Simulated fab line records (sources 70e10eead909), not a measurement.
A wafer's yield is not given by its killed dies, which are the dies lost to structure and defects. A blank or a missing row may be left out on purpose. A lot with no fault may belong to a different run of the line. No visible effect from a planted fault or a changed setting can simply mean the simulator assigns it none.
Chamber matching -- flow nand-harc -- wet-bench-05 running NHARC_P_GATE_PRECLEAN_70: 8 sister chambers
The step cleans in SC1. 8 wafers are shown with their chamber, then 8 later ones without.

## WAFERS, EACH WITH ITS CHAMBER
wafer,chamber,nh4oh-flow-mL-min
L647.2,5,28.53
L652.6,3,28.46
L658.1,6,28.24
L658.4,1,28.14
L661.1,4,28.28
L661.3,0,28.21
L661.4,2,28.14
L666.1,7,28.14

## WAFERS WITH NO CHAMBER GIVEN
wafer,nh4oh-flow-mL-min
L666.4,28.16
L666.5,28.42
L667.2,28.32
L667.3,28.30
L667.4,28.23
L668.1,28.34
L668.3,28.28
L668.6,28.38

## EACH ONE'S CHAMBER
wafer,from the rows above,in truth
L666.4,can't be placed: 1 or 2 or 7 or 0 or 6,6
L666.5,can't be placed: 3 or 5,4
L667.2,can't be placed: 4 or 6 or 0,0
L667.3,can't be placed: 4 or 6 or 0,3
L667.4,can't be placed: 6 or 0 or 4 or 1 or 2 or 7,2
L668.1,can't be placed: 4 or 6 or 3 or 0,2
L668.3,can't be placed: 4 or 6 or 0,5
L668.6,can't be placed: 3 or 4 or 6 or 5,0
Correctly placed: 0 of 8. These rows do not allow placing 8 (true chamber among the candidates in 3). Wrongly placed: 0.
How it was worked out, from the rows above alone: a wafer's distance from a chamber is the root of the sum, over the readings, of the square of ((its reading less the chamber's mean) divided by the reading's scatter). The wafer belongs to the nearest chamber; if the next one is less than 2 further off, it can't be placed. A chamber's mean is the mean of its shown wafers. The scatter: with one shown wafer a chamber, the root of the mean of the squares of how far each hidden wafer lies from its nearest shown one.
